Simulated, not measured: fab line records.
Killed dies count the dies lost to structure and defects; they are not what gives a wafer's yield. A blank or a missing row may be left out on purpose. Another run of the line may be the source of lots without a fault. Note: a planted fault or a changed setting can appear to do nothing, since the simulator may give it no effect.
Split-lot trial    flow n5Finfet    route with 1938 steps; 7 lots, 39 wafers read

ON THE SPLIT
At N5_DUMMY_GATE_ETCH_32 (etches SiO2 in CF4, target depth 3.5 nm, time 3.9 s), the setting timeS was moved away from the recipe's 3.9 s on 15 of the 39 wafers read, by -21.5% to +21.1%. The other wafers ran this setting at the recipe's value.

Reading taken at the split's own step.

THE READING
etch.depthNm (the simulator's own value, which no gauge read), in nm, at N5_DUMMY_GATE_ETCH_32 (etches SiO2 in CF4, target depth 3.5 nm, time 3.9 s). The file does not state a usual value for it. The 24 wafers here that ran the recipe average 3.497 nm, standard deviation 0.044 nm.

wafer   tool, chamber at the split  timeS as run, s  against the recipe  etch.depthNm, nm  against lot-mates on the recipe
L075.1  rieSi-02, 2                 3.9              recipe              3.511             -
L075.2  rieSi-02, 1                 4.372            +12.1%              3.855             +0.364
L075.3  rieSi-02, 3                 4.372            +12.1%              3.906             +0.415
L075.4  rieSi-02, 0                 4.372            +12.1%              3.882             +0.391
L075.5  rieSi-02, 1                 3.9              recipe              3.452             -
L075.6  rieSi-02, 2                 3.9              recipe              3.509             -
L076.1  rieSi-01, 1                 3.9              recipe              3.528             -
L076.2  rieSi-01, 2                 4.226            +8.4%               3.884             +0.336
L076.3  rieSi-01, 3                 3.9              recipe              3.554             -
L076.4  rieSi-01, 0                 4.226            +8.4%               3.829             +0.281
L076.5  rieSi-01, 2                 3.9              recipe              3.562             -
L076.6  rieSi-01, 3                 4.226            +8.4%               3.872             +0.324
L079.1  rieSi-02, 1                 3.9              recipe              3.471             -
L079.2  rieSi-02, 0                 3.9              recipe              3.474             -
L079.3  rieSi-02, 2                 3.243            -16.8%              2.956             -0.540
L079.4  rieSi-02, 3                 3.243            -16.8%              2.922             -0.574
L079.5  rieSi-02, 0                 3.243            -16.8%              2.898             -0.598
L079.6  rieSi-02, 3                 3.9              recipe              3.543             -
L081.1  rieSi-01, 0                 3.9              recipe              3.51              -
L081.2  rieSi-01, 1                 3.9              recipe              3.495             -
L081.3  rieSi-01, 2                 3.9              recipe              3.523             -
L081.4  rieSi-01, 2                 3.9              recipe              3.535             -
L081.5  rieSi-01, 0                 3.9              recipe              3.525             -
L081.6  rieSi-01, 1                 3.9              recipe              3.491             -
L088.1  rieSi-02, 1                 4.721            +21.1%              4.24              +0.718
L088.2  rieSi-02, 3                 3.9              recipe              3.532             -
L088.3  rieSi-02, 0                 3.9              recipe              3.486             -
L088.4  rieSi-02, 2                 4.721            +21.1%              4.324             +0.802
L088.5  rieSi-02, 2                 3.9              recipe              3.548             -
L088.6  rieSi-02, 3                 4.721            +21.1%              4.289             +0.767
L090.3  rieSi-06, 2                 3.9              recipe              3.399             -
L090.4  rieSi-06, 0                 3.9              recipe              3.425             -
L090.6  rieSi-06, 0                 3.9              recipe              3.422             -
L093.1  rieSi-02, 0                 3.9              recipe              3.435             -
L093.2  rieSi-02, 2                 3.063            -21.5%              2.761             -0.715
L093.3  rieSi-02, 3                 3.063            -21.5%              2.752             -0.724
L093.4  rieSi-02, 1                 3.063            -21.5%              2.715             -0.761
L093.5  rieSi-02, 2                 3.9              recipe              3.529             -
L093.6  rieSi-02, 1                 3.9              recipe              3.465             -

THE FIT
A straight line over all 39 wafers: etch.depthNm changes by +0.0357 nm for each +1% of timeS; r = +0.99; the points scatter about the line by 0.047 nm.
The same after taking each lot's own level away (the mean of its wafers on the recipe; 39 wafers): +0.0347 nm for each +1%; r = +1.00; scatter 0.029 nm.
According to that fit, moving timeS by its largest amount changes the reading by 0.75 nm.
From 3.4153 to 3.5480 nm: that is the span of the lots' own levels, equal to 3.0 times the standard deviation above.
The two slopes agree, so the slope changes little with the lot-to-lot level.
Check: with one of the wafers moved furthest among these (-21.5%) left out of the fit, the line predicts -0.745 nm for it against its lot-mates. Against them it came out at -0.715 nm.

THE OTHER SPLITS THESE WAFERS WENT THROUGH
These wafers also went through other splits before the reading. Each is held against what the fit with the lots' levels taken away leaves over:
other split on the same wafers  wafers away from the commonest value  r with etch.depthNm (lot level and that fit taken away)
N5_DUMMY_GATE_EXPOSE_12 doseMj  12                                    -0.35

THE FILE'S OWN FIT
etch.depthNm changes by +0.0347 nm for each +1% of timeS, r = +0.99.
